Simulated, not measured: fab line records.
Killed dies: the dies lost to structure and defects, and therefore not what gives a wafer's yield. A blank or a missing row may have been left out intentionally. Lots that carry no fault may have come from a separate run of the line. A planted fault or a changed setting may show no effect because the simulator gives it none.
Comparing a struck lot with a sound one / flow n5-finfet / 14 steps out of a route of 1938
Sound: wafers L872.3, L872.4, L872.5. The struck wafers were L862.1, L862.2, L862.3. The cause comes at the end.
Order at every step that has rows: each side's tool, ch and its chambers, its first start. Under that, the readings that differ: sound wafers / struck wafers / difference of the means / sigmas: that difference in standard deviations of wafers without a fault.
alike: a reading whose means differ by less than 2 such deviations, as well as words and numbers matching on both sides. not compared: withheld readings; readings where some wafer has no value; bounds like >300 that might hide an equal value; numbers whose values overlap and for which the record gives no deviation.
A row with sigmas, a row that says differs or no value, or rows on one side alone: a step with any of these is where the two part. Numbers that have no deviation but don't overlap get no sigmas and don't part them. A reading missing from all wafers of one side parts the sides only when that side holds two or more wafers.

N5_BEOL_M6_RS_MEAS_57: uses a four-point probe to measure.
  sound on film-metro-01, day 14 02:23; struck on film-metro-02, day 12 04:25
  alike: M6_RS
N5_BEOL_M6_INSPECT_58: inspects for defects (darkfield).
  sound on defect-inspect-02, day 14 02:25; struck on defect-inspect-01, day 12 04:26
  alike: raw-defect-count
N5_BEOL_M7_ILD_DEP_00: deposits SiCOH lowk from DEMS/porogen, target thk 179.75 nm, time 33.4 s.
  sound on pecvd-01 ch 0,1, day 14 02:27; struck on pecvd-04 ch 0,1,2, day 12 04:28
  alike: heater-power-w, rf-fwd-power-W, showerhead-plenum-p-Torr, throttle-valve-pct
N5_BEOL_M7_CURE_74: cures SiCOH lowk, time 240 s.
  sound on uv-cure-03 ch 2, day 14 02:41; struck on uv-cure-01 ch 0, day 12 04:32
  alike: lamp-power-pct, wafer_temp_C_max
N5_BEOL_M7_THK_MEAS_01:
  sound on film-metro-01, day 14 03:02; struck on film-metro-02, day 12 05:03
  alike: M7_ILD_THK
N5_BEOL_M7_PECVD_70: deposits SiO2 from TEOS/O2, target thk 20 nm, time 22.7 s.
  sound on pecvd-01 ch 0,1,2, day 14 03:04; struck on pecvd-03 ch 0,1,2, day 12 05:05
  alike: heater-power-w, rf-fwd-power-W, showerhead-plenum-p-Torr, throttle-valve-pct
N5_BEOL_M7_HM_DEP_02: deposits TiN, target thk 20 nm.
  sound on pvd-sputter-03, day 14 03:19; struck on pvd-sputter-03, day 12 07:10
  alike: throttle-valve-pct
then, 5 steps without rows for these wafers: N5_BEOL_M7_COAT_59 (time 60 s, resist thk 100 nm); N5_BEOL_M7_COAT_60 (time 60 s, resist thk 35 nm); N5_BEOL_M7_COAT_05 (resist thk 90 nm); N5_BEOL_M7_EBR_07; N5_BEOL_M7_SOFTBAKE_06 (time 60 s).
N5_BEOL_M7_EXPOSE_08: exposes mask M7.
  struck on arfi-scanner-03, day 12 07:32; sound on arfi-scanner-01 ch 0, day 14 03:41
  no value came back on the struck wafers for dipole-opening-deg (degrees), exposure-dose-mJ-cm2, stage-vel-mm-s (mm/s); on the sound wafers dipole-opening-deg (degrees) reads 35 35 35
  alike: mask
then, 1 step without rows for these wafers: N5_BEOL_M7_PEB_09 (peb time 60 s).

WHERE THEY PART
Only at N5_BEOL_M7_EXPOSE_08, within this record.

WHY: what had been put in by the simulator
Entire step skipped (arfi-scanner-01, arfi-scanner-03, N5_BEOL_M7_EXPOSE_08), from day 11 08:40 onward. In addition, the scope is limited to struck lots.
